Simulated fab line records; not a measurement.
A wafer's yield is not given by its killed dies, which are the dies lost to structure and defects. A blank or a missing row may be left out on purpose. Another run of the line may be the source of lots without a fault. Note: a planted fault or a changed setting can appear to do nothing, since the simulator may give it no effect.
Matching of chambers || flow nand-harc || NHARC_A_BONDPAD_ETCH_12 on rie-diel-02: 4 sister chambers
The step etches the open film in CHF3/O2, target depth 220 nm, time 110 s. 14 wafers are shown with their chamber, then 7 later ones without.

## WAFERS, EACH WITH ITS CHAMBER
{"wafer": "L487.1", "chamber": 3, "drypump-motor-current-A (A)": 6.5, "rf-vpp-V (V)": 371.1, "oes-product-au (a.u.)": 0.927}
{"wafer": "L487.5", "chamber": 1, "drypump-motor-current-A (A)": 6.0, "rf-vpp-V (V)": 372.8, "oes-product-au (a.u.)": 0.933}
{"wafer": "L487.6", "chamber": 2, "drypump-motor-current-A (A)": 6.0, "rf-vpp-V (V)": 372.0, "oes-product-au (a.u.)": 0.940}
{"wafer": "L495.1", "chamber": 3, "drypump-motor-current-A (A)": 6.5, "rf-vpp-V (V)": 368.9, "oes-product-au (a.u.)": 0.931}
{"wafer": "L495.3", "chamber": 2, "drypump-motor-current-A (A)": 5.9, "rf-vpp-V (V)": 372.9, "oes-product-au (a.u.)": 0.948}
{"wafer": "L495.6", "chamber": 2, "drypump-motor-current-A (A)": 5.9, "rf-vpp-V (V)": 371.0, "oes-product-au (a.u.)": 0.940}
{"wafer": "L499.2", "chamber": 0, "drypump-motor-current-A (A)": 6.2, "rf-vpp-V (V)": 368.6, "oes-product-au (a.u.)": 0.923}
{"wafer": "L499.5", "chamber": 3, "drypump-motor-current-A (A)": 6.5, "rf-vpp-V (V)": 370.4, "oes-product-au (a.u.)": 0.924}
{"wafer": "L499.6", "chamber": 2, "drypump-motor-current-A (A)": 5.9, "rf-vpp-V (V)": 371.0, "oes-product-au (a.u.)": 0.931}
{"wafer": "L506.1", "chamber": 0, "drypump-motor-current-A (A)": 6.1, "rf-vpp-V (V)": 368.1, "oes-product-au (a.u.)": 0.977}
{"wafer": "L506.2", "chamber": 2, "drypump-motor-current-A (A)": 5.9, "rf-vpp-V (V)": 372.0, "oes-product-au (a.u.)": 0.975}
{"wafer": "L506.4", "chamber": 1, "drypump-motor-current-A (A)": 6.0, "rf-vpp-V (V)": 373.3, "oes-product-au (a.u.)": 0.964}
{"wafer": "L505.1", "chamber": 0, "drypump-motor-current-A (A)": 6.2, "rf-vpp-V (V)": 369.5, "oes-product-au (a.u.)": 0.974}
{"wafer": "L505.5", "chamber": 0, "drypump-motor-current-A (A)": 6.2, "rf-vpp-V (V)": 369.8, "oes-product-au (a.u.)": 0.978}

SIGNATURES (averages over the wafers above)
{"reading": "drypump-motor-current-A", "chamber 0": 6.175, "chamber 1": 6.000, "chamber 2": 5.920, "chamber 3": 6.500, "scatter within a chamber": 0.0394}
{"reading": "rf-vpp-V", "chamber 0": 369.000, "chamber 1": 373.050, "chamber 2": 371.780, "chamber 3": 370.133, "scatter within a chamber": 0.841}
{"reading": "oes-product-au", "chamber 0": 0.96300, "chamber 1": 0.94850, "chamber 2": 0.94680, "chamber 3": 0.92733, "scatter within a chamber": 0.0195}
Rule: for a wafer and a chamber, the distance is found by dividing, reading by reading, the gap between the wafer's reading and the chamber's mean by the reading's scatter, squaring, summing and taking the root. If the next closest chamber is less than 2 further off than the closest, the wafer can't be placed; otherwise it belongs to the closest. The scatter: the root of (the sum of the squares of (reading less its chamber's mean) over the shown wafers, divided by (wafers less chambers)).

## WAFERS WITH NO CHAMBER GIVEN
{"wafer": "L505.6", "drypump-motor-current-A (A)": 6.1, "rf-vpp-V (V)": 373.8, "oes-product-au (a.u.)": 0.954}
{"wafer": "L510.3", "drypump-motor-current-A (A)": 6.1, "rf-vpp-V (V)": 368.5, "oes-product-au (a.u.)": 0.982}
{"wafer": "L510.5", "drypump-motor-current-A (A)": 6.2, "rf-vpp-V (V)": 369.1, "oes-product-au (a.u.)": 0.976}
{"wafer": "L510.6", "drypump-motor-current-A (A)": 6.0, "rf-vpp-V (V)": 371.4, "oes-product-au (a.u.)": 0.960}
{"wafer": "L509.3", "drypump-motor-current-A (A)": 5.9, "rf-vpp-V (V)": 372.4, "oes-product-au (a.u.)": 0.973}
{"wafer": "L509.4", "drypump-motor-current-A (A)": 6.2, "rf-vpp-V (V)": 368.8, "oes-product-au (a.u.)": 0.985}
{"wafer": "L509.6", "drypump-motor-current-A (A)": 6.2, "rf-vpp-V (V)": 369.9, "oes-product-au (a.u.)": 0.977}

## CHAMBER TAKEN BY EACH
{"wafer": "L505.6", "from the rows above": 1, "in truth": 1}
{"wafer": "L510.3", "from the rows above": 0, "in truth": 0}
{"wafer": "L510.5", "from the rows above": 0, "in truth": 0}
{"wafer": "L510.6", "from the rows above": "can't be placed: 1 or 2", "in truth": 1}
{"wafer": "L509.3", "from the rows above": "can't be placed: 2 or 1", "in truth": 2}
{"wafer": "L509.4", "from the rows above": 0, "in truth": 0}
{"wafer": "L509.6", "from the rows above": 0, "in truth": 0}
5 of 7 placed correctly. These rows do not allow placing 2 (true chamber among the candidates in 2). Placed wrongly: 0.
